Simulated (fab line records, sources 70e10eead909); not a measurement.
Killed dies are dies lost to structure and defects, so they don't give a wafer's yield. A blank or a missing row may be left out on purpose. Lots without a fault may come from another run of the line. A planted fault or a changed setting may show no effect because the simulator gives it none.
fab line records | flow nand_harc
record lots=12 wafers=36 last_day=33
route steps=1302 shown A_CONTACT@1103 A_BLC@1124 A_M0@1145 END@1302
lots that met no fault: from a run of the same line without faults
start_h: hours from the record's first day to the start of the lot's first wafer shown | wait_h: hours since the lot's step before | " the same as in the row above | L1.1+2: a row that stands for several wafers | - no value, or no start given | * or withheld: withheld | < > ~ a bound
route shown NAME@n: a module of which the file shows steps, and the number in the route of the first | usual: mean/standard deviation of fault-free wafers | same: alike in all rows | chamber/n: place in a boat | sites: the reading at each site | _std_site: their standard deviation | _edge_site: outer sites' mean less inner sites' | radius_mm: how far each site lies from the wafer's centre | mask NAME#n: copy n | behind: the tool/chamber that last shaped the wafer | hold: why the lot was held/for how many hours/how that ended | device: the transistor (n, p or np) that didn't switch | end of line: the same wafers' tests at the end of the route | a step without rows: its recipe alone | killed: dies lost to structure and defects at the first sort, not the wafer's yield | map: a wafer's dies, x killed, . not, _ none there
set.NAME: the setting as run; set.NAME@STEP: as run at that earlier step | model.NAME: the simulator's own value behind a step, which no gauge read
steps of the route over a sample of lots; a table a step, a row a wafer
services: from which hour (start_h, from the record's first day; less than 0 if before it) a tool's chamber was out of use, for how many hours, and why
## steps
# step NHARC_A_CONTACT_CMP_20
# recipe t_overpolish_s=30 target_thk_nm=300
# usual edge_zone_pressure_frac=1.000/0.0056 motor_current_A=12.7/1.1 overpolish_run_s=30.000/0.0093 time_to_endpoint_s=61/4.9
# columns lot.wafer tool chamber start_h wait_h edge_zone_pressure_frac motor_current_A overpolish_run_s time_to_endpoint_s
L463.4 cmp-02 1 523.89 0.4 1.008 12.3 30.002 63
L463.1 " 3 " " 0.997 10.6 29.995 63
L463.5 " 1 " " 1.003 12.6 29.993 64
L462.1 cmp-04 3 528.09 0.8 0.991 12.0 30.007 54
L462.5 " 1 " " 0.997 13.8 30.011 54
L462.6 " 2 " " 0.998 14.2 30.012 59
L475.1 cmp-02 2 662.83 0.8 0.990 14.5 30.009 64
L475.6 " 1 " " 1.001 12.8 29.991 64
L475.5 " 2 " " 0.992 14.1 30.002 67
L477.2 cmp-02 0 665.13 0.6 1.006 13.9 30.002 53
L477.3 " 1 " " 0.993 13.0 29.987 64
L477.5 " 0 " " 1.004 13.8 29.994 54
L474.4 cmp-03 2 667.75 0.4 1.002 12.3 30.004 59
L474.2 " 3 " " 0.994 12.0 30.000 58
L474.6 " 1 " " 0.999 12.1 30.006 51
L478.4 cmp-03 3 671.67 0.5 0.990 11.9 29.987 57
L478.3 " 1 " " 1.002 11.1 29.998 55
L478.2 " 2 " " 0.993 12.0 30.005 65
L480.2 cmp-02 0 686.69 0.8 1.004 14.2 29.995 59
L480.1 " 1 " " 1.004 12.4 30.014 68
L480.5 " 3 " " 1.000 11.7 30.001 67
L479.2 cmp-02 3 697.83 0.7 0.997 11.1 29.993 66
L479.5 " 2 " " 1.002 13.7 30.005 67
L479.6 " 3 " " 1.002 10.9 29.995 63
L481.4 cmp-02 2 707.75 0.6 1.001 14.3 30.002 66
L481.2 " 3 " " 1.002 11.6 30.006 60
L481.5 " 1 " " 1.010 13.5 29.994 61
L483.3 cmp-02 3 738.22 0.6 1.002 11.6 30.001 68
L483.5 " 1 " " 1.004 12.7 30.006 65
L483.6 " 2 " " 0.995 14.2 30.023 67
L484.1 cmp-03 2 739.92 0.8 1.002 12.0 29.999 64
L484.2 " 3 " " 1.002 12.0 29.992 59
L484.5 " 1 " " 0.999 11.3 29.999 53
L485.3 cmp-02 2 747.74 0.6 0.992 14.2 30.003 64
L485.4 " 3 " " 0.987 11.7 30.005 66
L485.5 " 0 " " 1.006 14.0 29.992 58
# step NHARC_A_BLC_CD_MEAS_19
# usual cd_nm=102/3.4
# columns lot.wafer tool chamber start_h wait_h cd_nm
L463.1 cd_sem-03 - 525.83 - 101
L463.4 " - " " 101
L463.5 " - " " 105
L462.1 cd_sem-02 - 530.10 - 107
L462.5 " - " " 100
L462.6 " - " " 105
L475.1 cd_sem-01 - 664.88 - 98
L475.5 " - " " 105
L475.6 " - " " 104
L477.2 cd_sem-01 - 667.21 - 104
L477.3 " - " " 98
L477.5 " - " " 103
L474.2 cd_sem-01 - 669.77 - 99
L474.4 " - " " 99
L474.6 " - " " 101
L478.2 cd_sem-01 - 673.61 - 105
L478.3 " - " " 101
L478.4 " - " " 100
L480.1 cd_sem-03 - 688.72 - 99
L480.2 " - " " 98
L480.5 " - " " 104
L479.2 cd_sem-01 - 699.93 - 103
L479.5 " - " " 102
L479.6 " - " " 106
L481.2 cd_sem-01 - 710.23 - 96
L481.4 " - " " 107
L481.5 " - " " 98
L483.3 cd_sem-03 - 740.23 - 100
L483.5 " - " " 98
L483.6 " - " " 100
L484.1 cd_sem-03 - 741.81 - 97
L484.2 " - " " 106
L484.5 " - " " 100
L485.3 cd_sem-01 - 749.75 - 98
L485.4 " - " " 99
L485.5 " - " " 103
# step NHARC_A_M0_PEB_07
# recipe peb_temp_c=100 peb_time_s=65
# usual heater_power_total_W=156.6/0.44 plate_temp_C=100.01/0.13
# columns lot.wafer tool chamber start_h wait_h heater_power_total_W plate_temp_C
L463.1 litho_track-04 0 528.77 0.1 157.1 99.96
L463.4 " 0 " " 156.4 100.20
L463.5 " 0 " " 156.4 100.04
L462.1 litho_track-01 0 532.96 0.1 157.0 100.02
L462.5 " 0 " " 157.2 100.11
L462.6 " 0 " " 156.2 100.29
L475.1 litho_track-01 0 667.68 0.1 152.5 98.20
L475.5 " 0 " " 151.6 98.03
L475.6 " 0 " " 152.8 98.06
L477.2 litho_track-06 0 669.89 0.1 156.3 99.95
L477.3 " 0 " " 156.5 99.87
L477.5 " 0 " " 156.6 99.84
L474.2 litho_track-01 0 672.57 0.1 152.7 98.17
L474.4 " 0 " " 152.6 98.22
L474.6 " 0 " " 152.8 98.13
L478.2 litho_track-06 0 676.42 0.1 157.1 100.08
L478.3 " 0 " " 155.9 99.72
L478.4 " 0 " " 157.0 99.95
L480.1 litho_track-06 0 691.52 0.1 156.3 100.09
L480.2 " 0 " " 157.1 100.10
L480.5 " 0 " " 156.3 99.82
L479.2 litho_track-06 0 702.64 0.1 156.1 100.04
L479.5 " 0 " " 156.3 99.91
L479.6 " 0 " " 157.0 99.86
L481.2 litho_track-06 0 712.97 0.1 156.4 99.83
L481.4 " 0 " " 156.1 99.96
L481.5 " 0 " " 156.0 99.85
L483.3 litho_track-01 0 743.04 0.0 157.0 100.18
L483.5 " 0 " " 156.5 100.12
L483.6 " 0 " " 157.1 100.04
L484.1 litho_track-06 0 744.61 0.1 156.8 99.86
L484.2 " 0 " " 156.0 99.98
L484.5 " 0 " " 157.1 99.86
L485.3 litho_track-06 0 753.58 0.0 156.9 100.11
L485.4 " 0 " " 157.1 99.79
L485.5 " 0 " " 156.4 100.10
# step NHARC_A_M0_CD_MEAS_09
# recipe target_cd_nm=80 landing_energy_ev=500
# usual cd_nm=79.8/0.99
# columns lot.wafer tool chamber start_h wait_h cd_nm
L463.1 cd_sem-01 0 528.85 - 78.4
L463.4 " 0 " " 79.1
L463.5 " 0 " " 78.1
L462.1 cd_sem-02 0 533.04 - 79.1
L462.5 " 0 " " 78.7
L462.6 " 0 " " 80.4
L475.1 cd_sem-01 0 667.76 - 71.9
L475.5 " 0 " " 72.3
L475.6 " 0 " " 71.6
L477.2 cd_sem-02 0 669.97 - 80.6
L477.3 " 0 " " 81.4
L477.5 " 0 " " 78.2
L474.2 cd_sem-02 0 672.65 - 72.9
L474.4 " 0 " " 71.9
L474.6 " 0 " " 70.0
L478.2 cd_sem-03 0 676.50 - 78.6
L478.3 " 0 " " 79.3
L478.4 " 0 " " 80.5
L480.1 cd_sem-02 0 691.60 - 79.6
L480.2 " 0 " " 79.5
L480.5 " 0 " " 80.3
L479.2 cd_sem-03 0 702.72 - 80.5
L479.5 " 0 " " 80.6
L479.6 " 0 " " 79.7
L481.2 cd_sem-02 0 713.05 - 79.2
L481.4 " 0 " " 79.5
L481.5 " 0 " " 79.6
L483.3 cd_sem-01 0 743.12 - 79.3
L483.5 " 0 " " 81.3
L483.6 " 0 " " 80.7
L484.1 cd_sem-03 0 744.70 - 81.2
L484.2 " 0 " " 80.9
L484.5 " 0 " " 80.3
L485.3 cd_sem-01 0 753.67 - 81.2
L485.4 " 0 " " 79.0
L485.5 " 0 " " 78.3
# step NHARC_A_M0_PVD_21
# recipe target_thk_a=300 chamber_pressure_pa=5 power_w=5000 substrate_temp_c=30 time_s=20.49 material=Cu
# usual throttle_valve_pct=29.8/0.93
# columns lot.wafer tool chamber start_h wait_h throttle_valve_pct
L463.4 pvd_sputter-02 - - - 30.2
L463.1 " - " " 29.0
L463.5 " - " " 29.8
L462.1 pvd_sputter-02 - - - 28.8
L462.5 " - " " 29.0
L462.6 " - " " 29.1
L475.1 pvd_sputter-01 - - - 30.2
L475.6 " - " " 30.2
L475.5 " - " " 28.9
L477.2 pvd_sputter-03 - - - 29.8
L477.3 " - " " 29.7
L477.5 " - " " 30.7
L474.2 pvd_sputter-03 - - - 29.3
L474.4 " - " " 30.4
L474.6 " - " " 30.0
L478.2 pvd_sputter-02 - - - 30.6
L478.3 " - " " 29.8
L478.4 " - " " 28.8
L480.2 pvd_sputter-01 - - - 28.9
L480.1 " - " " 31.9
L480.5 " - " " 28.7
L479.2 pvd_sputter-02 - - - 29.1
L479.6 " - " " 28.1
L479.5 " - " " 29.8
L481.2 pvd_sputter-01 - - - 29.9
L481.4 " - " " 29.2
L481.5 " - " " 30.2
L483.3 pvd_sputter-01 - - - 30.2
L483.5 " - " " 32.0
L483.6 " - " " 30.3
L484.2 pvd_sputter-01 - - - 31.5
L484.1 " - " " 29.8
L484.5 " - " " 31.8
L485.4 pvd_sputter-01 - - - 30.0
L485.3 " - " " 31.8
L485.5 " - " " 29.8
# step NHARC_END_SORT_01
# recipe temp_c=25
# usual defect_limited_yield=91/3.1 killed_at_array=54/21 killed_at_other=0.9/1.1 killed_at_periphery=3.5/2.5 killed_dies=58/21 killed_open=3.3/1.9 killed_short=2.6/1.8 sort_bin_2_pct=3.0/1.4 sort_bin_3_pct=0.6/0.41 sort_bin_4_pct=4.9/1.7 sort_n_pass=619/21 sort_rim_yield_pct=92/4 sort_yield_pct=91/3.1
# same gross_dies=677 sort_bin_5_pct[%]=0 sort_bin_6_pct[%]=0 sort_bin_7_pct[%]=0 sort_bin_8_pct[%]=0 sort_rim_n_gross=106.00
# columns lot.wafer tool chamber start_h wait_h defect_limited_yield[%] killed_at_array killed_at_other killed_at_periphery killed_dies killed_open killed_short sort_bin_2_pct[%] sort_bin_3_pct[%] sort_bin_4_pct[%] sort_n_pass sort_rim_yield_pct[%] sort_yield_pct[%]
L475.5 prober-01 0 708.70 3.7 90 55 0 13 68 5 1 3.8 0.6 5.6 609 93 90
L475.6 prober-01 0 709.50 4.0 91 57 1 6 64 6 5 4.3 0.3 4.9 613 92 91
L474.2 prober-02 0 716.76 2.8 90 67 0 4 71 4 6 2.2 0.7 7.5 606 94 90
L474.6 prober-02 0 719.99 4.0 89 68 0 6 74 5 3 4.3 0.7 5.9 603 94 89
L478.2 prober-01 0 721.83 2.8 90 62 2 2 66 5 4 3.2 0.9 5.6 611 86 90
L478.3 prober-01 0 722.63 3.1 90 64 2 1 67 4 3 2.7 0.7 6.5 610 91 90
L478.4 prober-01 0 723.43 3.4 92 53 2 2 57 6 0 3.4 0.6 4.4 620 90 92
L480.1 prober-02 0 732.17 2.5 92 55 0 2 57 4 0 3.0 0.9 4.6 620 91 92
L480.2 prober-02 0 732.97 2.8 90 65 2 2 69 6 2 3.0 0.3 6.9 608 85 90
L480.5 prober-02 0 735.36 3.7 91 60 0 4 64 6 4 3.0 0.6 5.9 613 87 91
L479.2 prober-01 0 743.73 2.8 87 86 0 4 90 3 3 4.9 2.1 6.4 587 94 87
L479.5 prober-01 0 746.12 3.7 87 81 2 6 89 3 1 4.1 1.6 7.4 588 92 87
L479.6 prober-01 0 746.91 4.0 88 70 2 7 79 6 4 4.3 0.9 6.5 598 86 88
# killed by level:class
L475.5 A_CHANNEL_HOLE_D1:chamber_film_flake=30 A_CONTACT:chamber_film_flake=8 P_M1:chamber_film_flake=6 P_BONDPAD:chamber_film_flake=3 A_STAIRCASE:chamber_film_flake=3 A_SLIT:chamber_film_flake=3 P_M2:chamber_film_flake=2 A_ZERO_WELL:chamber_film_flake=2
L475.6 A_CHANNEL_HOLE_D1:chamber_film_flake=36 A_CHANNEL_FILL_D2:chamber_film_flake=4 P_M1:chamber_film_flake=3 A_ONON_D1:geometric_particle:short=2 A_WL_FILL:geometric_particle:open=2 A_CONTACT:chamber_film_flake=2 P_M0:geometric_particle:open=1 A_ONON_D1:geometric_particle:open=1
L474.2 A_CHANNEL_HOLE_D1:chamber_film_flake=28 A_CHANNEL_HOLE_D2:chamber_film_flake=17 A_WL_FILL:geometric_particle:short=4 A_CONTACT:chamber_film_flake=4 A_ONON_D1:geometric_particle:open=3 A_CHANNEL_FILL_D2:chamber_film_flake=3 A_ZERO_WELL:chamber_film_flake=2 A_WL_FILL:chamber_film_flake=2
L474.6 A_CHANNEL_HOLE_D1:chamber_film_flake=33 A_CHANNEL_HOLE_D2:chamber_film_flake=8 A_M0:area_peb=8 A_STAIRCASE:chamber_film_flake=3 A_SLIT:chamber_film_flake=3 P_M1:chamber_film_flake=2 A_ZERO_WELL:chamber_film_flake=2 A_CHANNEL_FILL_D2:chamber_film_flake=2
L478.2 A_CHANNEL_HOLE_D2:chamber_film_flake=19 A_SLIT:chamber_film_flake=17 A_CHANNEL_HOLE_D1:chamber_film_flake=9 A_CHANNEL_FILL_D2:chamber_film_flake=3 A_STAIRCASE:chamber_film_flake=3 A_ONON_D1:geometric_particle:short=2 P_ZERO_WELL:chamber_film_flake=2 THIN_TSV:chamber_film_flake=2
L478.3 A_SLIT:chamber_film_flake=30 A_CHANNEL_HOLE_D2:chamber_film_flake=14 A_CHANNEL_HOLE_D1:chamber_film_flake=7 A_STAIRCASE:chamber_film_flake=3 A_CHANNEL_FILL_D2:chamber_film_flake=2 THIN_TSV:chamber_film_flake=2 A_ONON_D1:geometric_particle:short=1 A_ONON_D1:geometric_particle:open=1
L478.4 A_SLIT:chamber_film_flake=18 A_CHANNEL_HOLE_D2:chamber_film_flake=15 A_CHANNEL_HOLE_D1:chamber_film_flake=8 A_CHANNEL_FILL_D2:chamber_film_flake=3 A_CHANNEL_FILL_D1:geometric_particle:open=2 A_WL_FILL:geometric_particle:open=2 A_STAIRCASE:chamber_film_flake=2 THIN_TSV:chamber_film_flake=2
L480.1 A_SLIT:chamber_film_flake=21 A_CHANNEL_HOLE_D1:chamber_film_flake=12 A_CONTACT:chamber_film_flake=11 A_DECK1_JOINT:chamber_film_flake=3 P_BONDPAD:chamber_film_flake=2 A_CHANNEL_FILL_D1:geometric_particle:open=1 A_DECK1_JOINT:geometric_particle:open=1 A_CHANNEL_FILL_D2:geometric_particle:open=1
L480.2 A_SLIT:chamber_film_flake=32 A_CONTACT:chamber_film_flake=13 A_CHANNEL_HOLE_D1:chamber_film_flake=8 P_BONDPAD:chamber_film_flake=2 A_CHANNEL_FILL_D2:geometric_particle:open=2 A_STAIRCASE:chamber_film_flake=2 THIN_TSV:chamber_film_flake=2 A_ONON_D1:geometric_particle:open=1
L480.5 A_SLIT:chamber_film_flake=21 A_CONTACT:chamber_film_flake=13 A_CHANNEL_HOLE_D1:chamber_film_flake=12 P_BONDPAD:chamber_film_flake=3 A_ONON_D2:geometric_particle:short=2 A_WL_FILL:chamber_film_flake=2 A_ONON_D1:geometric_particle:open=1 A_CHANNEL_HOLE_D1:geometric_particle:short=1
L479.2 A_CHANNEL_HOLE_D1:chamber_film_flake=37 A_SLIT:chamber_film_flake=28 A_CHANNEL_HOLE_D2:chamber_film_flake=8 A_CONTACT:chamber_film_flake=4 P_GATE:chamber_film_flake=3 A_STAIRCASE:chamber_film_flake=3 P_M0:geometric_particle:short=1 A_CHANNEL_FILL_D1:geometric_particle:open=1
L479.5 A_CHANNEL_HOLE_D1:chamber_film_flake=33 A_SLIT:chamber_film_flake=29 A_CHANNEL_HOLE_D2:chamber_film_flake=8 A_CONTACT:chamber_film_flake=5 P_BONDPAD:chamber_film_flake=4 A_CHANNEL_FILL_D2:chamber_film_flake=2 THIN_TSV:chamber_film_flake=2 P_M1:geometric_particle:open=1
L479.6 A_CHANNEL_HOLE_D1:chamber_film_flake=32 A_SLIT:chamber_film_flake=19 A_CHANNEL_HOLE_D2:chamber_film_flake=8 A_CONTACT:chamber_film_flake=3 P_CONTACT:geometric_particle:open=2 A_DECK1_JOINT:geometric_particle:open=2 THIN_TSV:chamber_film_flake=2 P_M0:geometric_particle:open=1
## services
# columns tool chamber start_h hours kind
litho_track-01 - 505.00 7.0 pm
pvd_sputter-03 - 524.24 2.4 repair
cmp-02 - 526.94 4.0 pm
litho_track-06 - 529.00 7.0 pm
cmp-02 - 539.75 0.9 repair
pvd_sputter-02 - 553.71 21.4 repair
cmp-03 - 554.20 4.0 pm
cmp-03 - 563.34 1.5 repair
cmp-03 - 579.84 1.3 repair
cmp-02 - 584.43 0.9 repair
pvd_sputter-01 - 598.32 10.0 pm
cmp-03 - 602.79 0.6 repair
cmp-03 - 620.52 0.4 repair
cmp-02 - 624.94 4.0 pm
pvd_sputter-01 - 630.80 2.8 repair
pvd_sputter-02 - 638.00 10.0 pm
cmp-03 - 651.81 11.7 repair
pvd_sputter-01 - 655.97 2.6 repair
litho_track-01 - 680.00 7.0 pm
cmp-03 - 684.59 0.8 repair
cmp-02 - 688.76 2.4 repair
pvd_sputter-01 - 699.70 1.2 repair
litho_track-06 - 704.00 7.0 pm
cmp-02 - 722.94 4.0 pm
## key
first_sign step=NHARC_A_M0_PEB_07 reading=plate_temp_C direction=down sigmas=14 usual=* struck=*
effect step=NHARC_A_M0_PEB_07 reading=heater_power_total_W direction=down sigmas=9.4 usual=* struck=*
effect step=NHARC_A_M0_CD_MEAS_09 reading=cd_nm direction=down sigmas=8.1 usual=79.8 struck=71.8
met_at NHARC_A_M0_PEB_07
struck_lots L474,L475
not_acting_at NHARC_A_CONTACT_CMP_20,NHARC_A_BLC_CD_MEAS_19,NHARC_A_M0_PVD_21
onset_between 532.96 667.68
fault kind=process_parameter_drift tool=litho_track-01 chamber=- onset_h=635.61 steps=NHARC_A_M0_PEB_07 channel=peb_temp_c offset=* shape=step end_h=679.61 acts_in=* stated=*
